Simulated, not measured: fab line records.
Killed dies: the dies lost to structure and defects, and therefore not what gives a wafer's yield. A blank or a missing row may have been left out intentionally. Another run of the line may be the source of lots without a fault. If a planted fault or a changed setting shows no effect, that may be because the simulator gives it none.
fab line records	flow n5-finfet	part 1 of 2: steps 1 to 24 of 30
record lots=5	wafers=15	last-day=20
route steps=1938 shown MOL_CONTACT_COAG@628 BEOL_M0_SAQP@632
lots that met no fault: taken from a fault-free run of the same line
start-h: the number of hours between the record's first day and the start of the first shown wafer of the lot	wait-h: hours since the lot's step before	" unchanged from the row above	L1.1+2: a single row standing in for several wafers	- value missing, or start not given	* or withheld: withheld	< > ~ a bound
route shown NAME@n: NAME is a module with steps in the file, n the number in the route of the first one	usual: mean/standard deviation taken from wafers without a fault	same: alike in all rows	chamber/n: place in a boat	sites: per-site readings	_std_site: standard deviation of those values	_edge_site: mean of outer sites minus mean of inner sites	radius-mm: for every site, how far away it sits from the centre of the wafer	mask NAME#n: copy n	behind: the most recent tool/chamber to have shaped the wafer	hold: cause of the lot's hold/its duration in hours/its outcome	device: which transistor (n, p or np) failed to switch	end of line: at the end of the route, the tests of the same wafers	a step given without rows: its recipe and nothing more	killed: at the first sort, the dies lost to defects and structure; wafer yield is something else	map: per-die view of a wafer (x killed, . not killed, _ where there is no die)
set.NAME: the setting the step ran with; set.NAME@STEP: the setting that earlier step ran with	model.NAME: the simulator's own value behind a step, which no gauge read
certain route steps with their lots: each step a table, each wafer a row
services: the hour from which a tool's chamber was out of use, counted from the record's first day as start-h (under 0 if before that day), plus the number of hours and why
## steps
# step N5_MOL_CONTACT_COAG_THK_MEAS_53
# recipe reads=SiO2_of_MOL_CONTACT_COAG_PECVD_31
# usual VIA_MOL_THK=43.9/0.65
lot.wafer	tool	chamber	start-h	wait-h	VIA_MOL_THK[nm]
L083.1	film-metro-01	-	156.47	-	43.8
L083.2	"	-	"	"	43.6
L083.3	"	-	"	"	44.1
L086.1	film-metro-02	-	175.54	-	43.5
L086.3	"	-	"	"	43.1
L086.5	"	-	"	"	43.6
L088.1	film-metro-01	-	194.54	-	45.1
L088.2	"	-	"	"	44.6
L088.3	"	-	"	"	44.2
L094.3	film-metro-01	-	232.06	-	42.9
L094.5	"	-	"	"	44.2
L094.6	"	-	"	"	44.0
L097.3	film-metro-01	-	249.26	-	43.7
L097.4	"	-	"	"	43.7
L097.5	"	-	"	"	44.1
# step N5_MOL_CONTACT_COAG_ANNEAL_112
# recipe temp-c=400	time-s=1800	ambient=HPD2	pressure-atm=10
# usual pressure-atm=10.000/0.02	spike-tc-centre-C=399.5/1	wafer_temp_C_max=401.1/0.3	zone-power-centre-pct=8.77/0.087
lot.wafer	tool	chamber	start-h	wait-h	pressure-atm	spike-tc-centre-C	wafer_temp_C_max	zone-power-centre-pct
L083.1	hp-anneal-01	0	156.50	0.0	10.003	398.9	400.9	8.80
L083.2	"	0	"	"	9.997	399.1	401.3	8.67
L083.3	"	0	"	"	9.996	398.3	400.7	8.81
L086.1	hp-anneal-01	0	175.56	0.0	10.006	400.0	401.3	8.65
L086.3	"	0	"	"	10.003	399.3	401.2	8.77
L086.5	"	0	"	"	10.010	397.6	402.0	8.78
L088.1	hp-anneal-01	0	194.56	0.0	10.023	398.0	401.0	8.60
L088.2	"	0	"	"	10.016	398.7	401.6	8.68
L088.3	"	0	"	"	10.006	398.3	401.4	8.80
L094.3	hp-anneal-01	0	232.09	0.0	10.007	398.8	401.4	8.85
L094.5	"	0	"	"	9.999	398.6	401.2	8.71
L094.6	"	0	"	"	9.996	399.7	401.6	8.76
L097.3	hp-anneal-01	0	250.44	1.2	9.999	399.0	401.3	9.06
L097.4	"	0	"	"	9.977	399.3	401.4	8.68
L097.5	"	0	"	"	9.990	399.2	401.1	8.57
# step N5_MOL_CONTACT_COAG_INSPECT_97
# recipe inspect-instrument=darkfield	mode=post-anneal
# usual raw-defect-count=44/21
lot.wafer	tool	chamber	start-h	wait-h	raw-defect-count
L083.1	defect-inspect-02	-	159.52	0.0	82
L083.2	"	-	"	"	41
L083.3	"	-	"	"	33
L086.1	defect-inspect-01	-	178.59	0.0	35
L086.3	"	-	"	"	38
L086.5	"	-	"	"	30
L088.1	defect-inspect-02	-	197.59	0.0	93
L088.2	"	-	"	"	38
L088.3	"	-	"	"	130
L094.3	defect-inspect-01	-	235.15	0.1	64
L094.5	"	-	"	"	54
L094.6	"	-	"	"	65
L097.3	defect-inspect-01	-	253.50	0.1	49
L097.4	"	-	"	"	22
L097.5	"	-	"	"	40
# step N5_BEOL_M0_SAQP_PECVD_00
# recipe material=SiCN	target-thk-a=80	temp-c=withheld	precursor=3MS/NH3	pressure-torr=3	rf-w=202	time-s=14
# usual showerhead-plenum-p-Torr=3.656/0.014	throttle-valve-pct=9.0/0.51
lot.wafer	tool	chamber	start-h	wait-h	showerhead-plenum-p-Torr	throttle-valve-pct
L083.1	pecvd-02	0	159.86	0.2	3.647	8.9
L083.2	"	1	"	"	3.682	9.3
L083.3	"	2	"	"	3.651	9.1
L086.1	pecvd-02	0	178.93	0.2	3.658	9.0
L086.3	"	1	"	"	3.687	8.9
L086.5	"	0	"	"	3.661	8.9
L088.1	pecvd-02	0	197.92	0.2	3.660	9.1
L088.2	"	2	"	"	3.652	9.1
L088.3	"	1	"	"	3.693	9.1
L094.3	pecvd-03	1	235.45	0.1	3.647	9.5
L094.5	"	2	"	"	3.639	8.4
L094.6	"	0	"	"	3.654	9.4
L097.3	pecvd-03	1	253.79	0.1	3.651	9.3
L097.4	"	1	"	"	3.649	9.5
L097.5	"	2	"	"	3.641	8.7
# step N5_BEOL_M0_SAQP_ILD_DEP_01
# recipe material=SiOC	target-thk-a=454.19	temp-c=350	precursor=DEMS/O2	pressure-torr=5	rf-w=500	time-s=8.7
# usual heater-power-w=496/64	showerhead-plenum-p-Torr=5.684/0.015	throttle-valve-pct=11.9/0.64
lot.wafer	tool	chamber	start-h	wait-h	heater-power-w	showerhead-plenum-p-Torr	throttle-valve-pct
L083.1	pecvd-02	0	159.89	0.0	423	5.690	12.1
L083.2	"	1	"	"	449	5.695	12.0
L083.3	"	2	"	"	479	5.675	11.6
L086.1	pecvd-02	0	178.95	0.0	485	5.688	12.1
L086.3	"	1	"	"	415	5.715	11.9
L086.5	"	0	"	"	490	5.680	11.9
L088.1	pecvd-02	0	197.94	0.0	518	5.681	11.8
L088.2	"	2	"	"	576	5.673	12.1
L088.3	"	1	"	"	363	5.716	11.8
L094.3	pecvd-03	1	235.47	0.0	523	5.675	12.6
L094.5	"	2	"	"	359	5.664	11.2
L094.6	"	0	"	"	537	5.678	12.4
L097.3	pecvd-03	1	253.82	0.0	447	5.676	12.7
L097.4	"	1	"	"	442	5.681	12.7
L097.5	"	2	"	"	331	5.673	11.3
# step N5_BEOL_M0_SAQP_HM_DEP_02
# recipe material=TiN	target-thk-a=120	temp-c=25	chamber-pressure-pa=0.49996
# usual throttle-valve-pct=29.6/1.4
lot.wafer	tool	chamber	start-h	wait-h	throttle-valve-pct
L083.1	pvd-sputter-02	-	162.45	2.5	27.1
L083.2	"	-	"	"	29.6
L083.3	"	-	"	"	31.3
L086.1	pvd-sputter-01	-	180.04	1.1	30.6
L086.3	"	-	"	"	29.7
L086.5	"	-	"	"	31.1
L088.1	pvd-sputter-01	-	199.89	1.9	30.9
L088.2	"	-	"	"	28.8
L088.3	"	-	"	"	29.8
L094.3	pvd-sputter-02	-	235.85	0.4	31.0
L094.5	"	-	"	"	31.2
L094.6	"	-	"	"	29.6
L097.3	pvd-sputter-02	-	254.75	0.9	27.0
L097.4	"	-	"	"	31.0
L097.5	"	-	"	"	31.1
# step N5_BEOL_M0_SAQP_PECVD_03
# recipe material=SiCN	target-thk-a=120	temp-c=withheld	precursor=3MS/NH3	pressure-torr=3	rf-w=202	time-s=21.1
# usual showerhead-plenum-p-Torr=3.657/0.015	throttle-valve-pct=9.0/0.42
lot.wafer	tool	chamber	start-h	wait-h	showerhead-plenum-p-Torr	throttle-valve-pct
L083.1	pecvd-04	0	162.58	0.1	3.652	9.0
L083.2	"	2	"	"	3.668	8.1
L083.3	"	1	"	"	3.639	8.9
L086.1	pecvd-02	0	180.16	0.1	3.652	8.7
L086.3	"	1	"	"	3.688	9.1
L086.5	"	0	"	"	3.653	9.0
L088.1	pecvd-03	1	200.01	0.1	3.646	9.7
L088.2	"	0	"	"	3.654	9.1
L088.3	"	2	"	"	3.639	9.7
L094.3	pecvd-03	1	235.97	0.1	3.653	9.3
L094.5	"	2	"	"	3.642	8.1
L094.6	"	0	"	"	3.653	9.5
L097.3	pecvd-02	2	254.87	0.1	3.642	8.7
L097.4	"	2	"	"	3.649	8.9
L097.5	"	0	"	"	3.651	8.9
# step N5_BEOL_M0_SAQP_PECVD_96
# recipe material=a-Si	target-thk-a=450	temp-c=350	precursor=SiH4/He	pressure-torr=3	rf-w=100	time-s=45.2
# usual heater-power-w=632/66	showerhead-plenum-p-Torr=5.63/0.053	throttle-valve-pct=18.2/0.81
lot.wafer	tool	chamber	start-h	wait-h	heater-power-w	showerhead-plenum-p-Torr	throttle-valve-pct
L083.1	pecvd-04	0	162.61	0.0	681	5.64	18.1
L083.2	"	2	"	"	550	5.70	16.0
L083.3	"	1	"	"	570	5.54	17.9
L086.1	pecvd-02	0	180.19	0.0	655	5.60	18.0
L086.3	"	1	"	"	578	5.75	18.4
L086.5	"	0	"	"	656	5.61	18.4
L088.1	pecvd-03	1	200.04	0.0	626	5.60	19.0
L088.2	"	0	"	"	668	5.63	19.0
L088.3	"	2	"	"	536	5.60	19.3
L094.3	pecvd-03	1	236.00	0.0	693	5.60	19.2
L094.5	"	2	"	"	501	5.59	17.1
L094.6	"	0	"	"	699	5.64	18.9
L097.3	pecvd-02	2	254.90	0.0	680	5.60	18.1
L097.4	"	2	"	"	670	5.58	17.7
L097.5	"	0	"	"	561	5.62	18.2
# step N5_BEOL_M0_SAQP_PECVD_97
# recipe material=SiNx	target-thk-a=230	temp-c=350	precursor=SiH4/NH3/N2	pressure-torr=1.5	rf-w=300	time-s=19.9
# usual heater-power-w=559/63	showerhead-plenum-p-Torr=5.09/0.074	throttle-valve-pct=39.9/1.8
lot.wafer	tool	chamber	start-h	wait-h	heater-power-w	showerhead-plenum-p-Torr	throttle-valve-pct
L083.1	pecvd-04	0	162.66	0.0	552	5.10	39.6
L083.2	"	2	"	"	470	5.18	34.9
L083.3	"	1	"	"	540	4.99	39.5
L086.1	pecvd-02	0	180.24	0.0	502	5.07	39.9
L086.3	"	1	"	"	439	5.26	40.2
L086.5	"	0	"	"	503	5.07	39.7
L088.1	pecvd-03	1	200.09	0.0	615	5.04	41.6
L088.2	"	0	"	"	631	5.10	41.1
L088.3	"	2	"	"	489	5.04	42.2
L094.3	pecvd-03	1	236.05	0.0	554	5.05	42.0
L094.5	"	2	"	"	434	5.03	37.0
L094.6	"	0	"	"	644	5.08	41.4
L097.3	pecvd-02	2	254.95	0.0	581	5.04	39.6
L097.4	"	2	"	"	574	5.03	39.5
L097.5	"	0	"	"	577	5.06	40.0
# step N5_BEOL_M0_SAQP_PECVD_04
# recipe material=a-Si	target-thk-a=600	temp-c=350	precursor=SiH4/He	pressure-torr=3	rf-w=100	time-s=60.2
# usual heater-power-w=628/61	showerhead-plenum-p-Torr=5.63/0.053	throttle-valve-pct=18.2/0.83
lot.wafer	tool	chamber	start-h	wait-h	heater-power-w	showerhead-plenum-p-Torr	throttle-valve-pct
L083.1	pecvd-04	0	162.70	0.0	706	5.63	18.2
L083.2	"	2	"	"	565	5.70	16.0
L083.3	"	1	"	"	570	5.57	18.1
L086.1	pecvd-02	0	180.28	0.0	583	5.63	18.1
L086.3	"	1	"	"	518	5.74	18.3
L086.5	"	0	"	"	580	5.62	17.9
L088.1	pecvd-03	1	200.13	0.0	579	5.59	18.7
L088.2	"	0	"	"	747	5.63	18.3
L088.3	"	2	"	"	517	5.59	19.4
L094.3	pecvd-03	1	236.09	0.0	588	5.62	18.9
L094.5	"	2	"	"	502	5.58	16.7
L094.6	"	0	"	"	658	5.64	18.8
L097.3	pecvd-02	2	254.99	0.0	677	5.59	18.0
L097.4	"	2	"	"	671	5.59	18.2
L097.5	"	0	"	"	645	5.61	18.0
# step N5_BEOL_M0_SAQP_THK_MEAS_05
# usual thk-nm=60.0/0.72
lot.wafer	tool	chamber	start-h	wait-h	thk-nm
L083.1	film-metro-01	-	162.79	0.1	59.4
L083.2	"	-	"	"	59.0
L083.3	"	-	"	"	59.0
L086.1	film-metro-02	-	180.37	0.1	60.4
L086.3	"	-	"	"	59.9
L086.5	"	-	"	"	60.7
L088.1	film-metro-02	-	200.22	0.1	59.0
L088.2	"	-	"	"	59.0
L088.3	"	-	"	"	57.9
L094.3	film-metro-01	-	236.18	0.1	60.1
L094.5	"	-	"	"	60.3
L094.6	"	-	"	"	60.7
L097.3	film-metro-02	-	255.08	0.1	59.4
L097.4	"	-	"	"	60.7
L097.5	"	-	"	"	60.0
# step N5_BEOL_M0_SAQP_HM_DEP_111
# recipe material=SiO2	target-thk-a=120	temp-c=400	precursor=SiH4/N2O	pressure-torr=0.75	rf-w=275	time-s=7.2
# usual heater-power-w=783/74	showerhead-plenum-p-Torr=8.04/0.14
lot.wafer	tool	chamber	start-h	wait-h	heater-power-w	showerhead-plenum-p-Torr
L083.1	pecvd-03	2	162.83	0.0	645	7.94
L083.2	"	1	"	"	844	7.97
L083.3	"	0	"	"	905	8.07
L086.1	pecvd-04	0	180.41	0.0	769	8.06
L086.3	"	1	"	"	846	7.83
L086.5	"	1	"	"	835	7.87
L088.1	pecvd-04	2	200.26	0.0	799	8.22
L088.2	"	0	"	"	901	8.06
L088.3	"	1	"	"	812	7.84
L094.3	pecvd-03	2	236.22	0.0	611	7.91
L094.5	"	0	"	"	917	8.06
L094.6	"	1	"	"	791	7.95
L097.3	pecvd-02	1	255.12	0.0	637	8.38
L097.4	"	1	"	"	628	8.36
L097.5	"	2	"	"	757	7.93
# step N5_BEOL_M0_SAQP_COAT_81
# recipe resist=SOC	temp-c=250	time-s=60	spin-rpm=1500	resist-thk-nm=100
# usual heater-power-total-W=500.7/1.8
lot.wafer	tool	chamber	start-h	wait-h	heater-power-total-W
L083.1	litho-track-04	0	162.91	0.1	502.3
L083.2	"	0	"	"	501.8
L083.3	"	0	"	"	500.4
L086.1	litho-track-05	0	180.49	0.1	502.8
L086.3	"	0	"	"	497.4
L086.5	"	0	"	"	498.5
L088.1	litho-track-01	0	200.34	0.1	501.6
L088.2	"	0	"	"	500.0
L088.3	"	0	"	"	502.6
L094.3	litho-track-05	0	236.30	0.1	501.9
L094.5	"	0	"	"	502.9
L094.6	"	0	"	"	501.7
L097.3	litho-track-05	0	255.20	0.1	499.7
L097.4	"	0	"	"	502.2
L097.5	"	0	"	"	501.5
# step N5_BEOL_M0_SAQP_COAT_82
# recipe resist=SiARC	temp-c=220	time-s=60	spin-rpm=1500	resist-thk-nm=30
# usual heater-power-total-W=427.5/2.1
lot.wafer	tool	chamber	start-h	wait-h	heater-power-total-W
L083.1	litho-track-04	0	-	-	430.9
L083.2	"	0	"	"	424.2
L083.3	"	0	"	"	427.8
L086.1	litho-track-05	0	-	-	428.8
L086.3	"	0	"	"	428.9
L086.5	"	0	"	"	429.0
L088.1	litho-track-01	0	-	-	428.5
L088.2	"	0	"	"	425.5
L088.3	"	0	"	"	430.0
L094.3	litho-track-05	0	-	-	427.4
L094.5	"	0	"	"	429.1
L094.6	"	0	"	"	429.1
L097.3	litho-track-05	0	-	-	424.5
L097.4	"	0	"	"	429.5
L097.5	"	0	"	"	430.0
# step N5_BEOL_M0_SAQP_COAT_08
# recipe resist=CAR-ArF	spin-rpm=1500	resist-thk-nm=90
lot.wafer	tool	chamber	start-h	wait-h
L083.1+2+3	litho-track-04	0	-	-
L086.1+3+5	litho-track-05	0	-	-
L088.1+2+3	litho-track-01	0	-	-
L094.3+5+6	litho-track-05	0	-	-
L097.3+4+5	litho-track-05	0	-	-
# step N5_BEOL_M0_SAQP_EBR_10
# recipe solvent=PGMEA	ebr-width-mm=1.5
lot.wafer	tool	chamber	start-h	wait-h
L083.1+2+3	litho-track-04	0	-	-
L086.1+3+5	litho-track-05	0	-	-
L088.1+2+3	litho-track-01	0	-	-
L094.3+5+6	litho-track-05	0	-	-
L097.3+4+5	litho-track-05	0	-	-
# step N5_BEOL_M0_SAQP_SOFTBAKE_09
# recipe temp-c=110	time-s=60	resist=CAR-ArF
# usual heater-power-total-W=175.4/1.6
lot.wafer	tool	chamber	start-h	wait-h	heater-power-total-W
L083.1	litho-track-04	0	-	-	176.2
L083.2	"	0	"	"	177.4
L083.3	"	0	"	"	172.9
L086.1	litho-track-05	0	-	-	174.6
L086.3	"	0	"	"	176.1
L086.5	"	0	"	"	175.3
L088.1	litho-track-01	0	-	-	175.4
L088.2	"	0	"	"	173.0
L088.3	"	0	"	"	175.5
L094.3	litho-track-05	0	-	-	175.8
L094.5	"	0	"	"	177.1
L094.6	"	0	"	"	177.1
L097.3	litho-track-05	0	-	-	173.0
L097.4	"	0	"	"	174.3
L097.5	"	0	"	"	174.7
# step N5_BEOL_M0_SAQP_EXPOSE_11
# recipe mask-id=M0_CORE	na=1.35	source-shape=dipole	sigma-inner=0.538	sigma-outer=0.738	polarization=te	target-cd-nm=42	dose-mj=55
lot.wafer	tool	chamber	start-h	wait-h	mask
L083.1+2+3	arfi-scanner-02	0	163.15	-	M0_CORE#0
L086.1+3+5	arfi-scanner-02	0	180.73	-	M0_CORE#0
L088.1+2+3	arfi-scanner-02	0	200.58	-	M0_CORE#0
L094.3+5+6	arfi-scanner-01	0	236.43	-	M0_CORE#0
L097.3+4+5	arfi-scanner-01	0	255.45	-	M0_CORE#0
# step N5_BEOL_M0_SAQP_PEB_12
# recipe peb-temp-c=withheld	peb-time-s=60	resist=CAR-ArF
lot.wafer	tool	chamber	start-h	wait-h
L083.1+2+3	litho-track-05	0	163.21	0.1
L086.1+3+5	litho-track-05	0	180.79	0.1
L088.1+2+3	litho-track-04	0	200.64	0.1
L094.3+5+6	litho-track-05	0	236.48	0.0
L097.3+4+5	litho-track-05	0	255.50	0.0
# step N5_BEOL_M0_SAQP_DEVELOP_13
# recipe develop-time-s=30	developer=TMAH	resist=CAR-ArF	dev-temp-c=23	rinse-liquid=diw	dry=air-spin
lot.wafer	tool	chamber	start-h	wait-h
L083.1+2+3	litho-track-05	0	-	-
L086.1+3+5	litho-track-05	0	-	-
L088.1+2+3	litho-track-04	0	-	-
L094.3+5+6	litho-track-05	0	-	-
L097.3+4+5	litho-track-05	0	-	-
# step N5_BEOL_M0_SAQP_CD_MEAS_14
# recipe target-cd-nm=42.5	landing-energy-ev=500	detector=se-inlens
# usual cd-nm=42.5/0.3
lot.wafer	tool	chamber	start-h	wait-h	cd-nm
L083.1	cd-sem-01	0	163.28	-	42.9
L083.2	"	0	"	"	42.4
L083.3	"	0	"	"	42.6
L086.1	cd-sem-01	0	180.86	-	42.7
L086.3	"	0	"	"	42.0
L086.5	"	0	"	"	42.4
L088.1	cd-sem-01	0	200.71	-	42.6
L088.2	"	0	"	"	42.5
L088.3	"	0	"	"	42.5
L094.3	cd-sem-03	0	236.54	-	42.6
L094.5	"	0	"	"	42.3
L094.6	"	0	"	"	42.3
L097.3	cd-sem-01	0	255.57	-	42.6
L097.4	"	0	"	"	42.7
L097.5	"	0	"	"	42.6
# step N5_BEOL_M0_SAQP_OVL_MEAS_15
# recipe points-per-wafer=44
# usual M0_CORE_OVL=0.0/0.65
lot.wafer	tool	chamber	start-h	wait-h	M0_CORE_OVL[nm]
L083.1	overlay-02	0	163.31	0.0	1.3
L083.2	"	0	"	"	1.2
L083.3	"	0	"	"	0.6
L086.1	overlay-02	0	180.89	0.0	0.9
L086.3	"	0	"	"	-0.1
L086.5	"	0	"	"	-0.6
L088.1	overlay-02	0	200.74	0.0	-1.1
L088.2	"	0	"	"	-0.4
L088.3	"	0	"	"	-0.2
L094.3	overlay-01	0	236.57	0.0	0.8
L094.5	"	0	"	"	0.3
L094.6	"	0	"	"	0.9
L097.3	overlay-02	0	255.60	0.0	-0.1
L097.4	"	0	"	"	0.0
L097.5	"	0	"	"	0.6
# step N5_BEOL_M0_SAQP_INSPECT_16
# recipe mode=adi	inspect-instrument=brightfield
# usual raw-defect-count=603/160
lot.wafer	tool	chamber	start-h	wait-h	raw-defect-count
L083.1	defect-inspect-02	-	163.33	0.0	616
L083.2	"	-	"	"	737
L083.3	"	-	"	"	604
L086.1	defect-inspect-01	-	180.91	0.0	512
L086.3	"	-	"	"	894
L086.5	"	-	"	"	683
L088.1	defect-inspect-01	-	200.76	0.0	542
L088.2	"	-	"	"	620
L088.3	"	-	"	"	631
L094.3	defect-inspect-01	-	236.60	0.0	433
L094.5	"	-	"	"	583
L094.6	"	-	"	"	650
L097.3	defect-inspect-01	-	255.62	0.0	577
L097.4	"	-	"	"	641
L097.5	"	-	"	"	473
# step N5_BEOL_M0_SAQP_DESCUM_19
# recipe chemistry=O2	time-s=7.9	source-power-w=50	bias-power-w=20	pressure-mtorr=20	rf-frequency-hz=2.712e+07	temp-c=40	resist=CAR-ArF	o2-flow-sccm=225
# usual drypump-motor-current-A=5.7/0.42	oes-product-au=0.81/0.1	rf-vpp-V=243.5/1.5	showerhead-plenum-p-Torr=2.11/0.086	throttle-valve-pct=20.39/0.2
lot.wafer	tool	chamber	start-h	wait-h	drypump-motor-current-A	oes-product-au	rf-hours-counter-h	rf-vpp-V	showerhead-plenum-p-Torr	throttle-valve-pct
L083.1	rie-diel-01	2	163.64	0.3	6.0	0.68	249	240.8	1.97	20.36
L083.2	"	1	"	"	5.8	0.96	9	245.4	2.23	20.47
L083.3	"	0	"	"	6.1	0.74	166	245.1	2.18	20.51
L086.1	rie-diel-04	3	180.95	0.0	6.4	0.79	120	240.5	1.93	20.22
L086.3	"	2	"	"	6.0	0.70	222	244.6	2.16	20.36
L086.5	"	2	"	"	6.0	0.69	-	242.8	2.16	20.38
L088.1	rie-diel-04	2	200.80	0.0	6.0	0.69	228	244.7	2.15	20.38
L088.2	"	0	"	"	5.1	0.85	65	243.2	2.02	20.46
L088.3	"	3	"	"	6.4	0.80	126	239.3	1.93	20.23
L094.3	rie-diel-01	1	236.69	0.1	5.8	0.90	36	244.3	2.22	20.50
L094.5	"	0	"	"	6.1	0.71	-	244.7	2.17	20.57
L094.6	"	2	"	"	6.0	0.96	-	245.1	2.24	19.97
L097.3	rie-diel-02	3	255.65	0.0	6.2	0.83	99	242.7	2.12	20.14
L097.4	"	2	"	"	5.4	0.93	26	244.3	2.14	20.25
L097.5	"	0	"	"	5.6	0.89	-	244.3	2.13	20.58
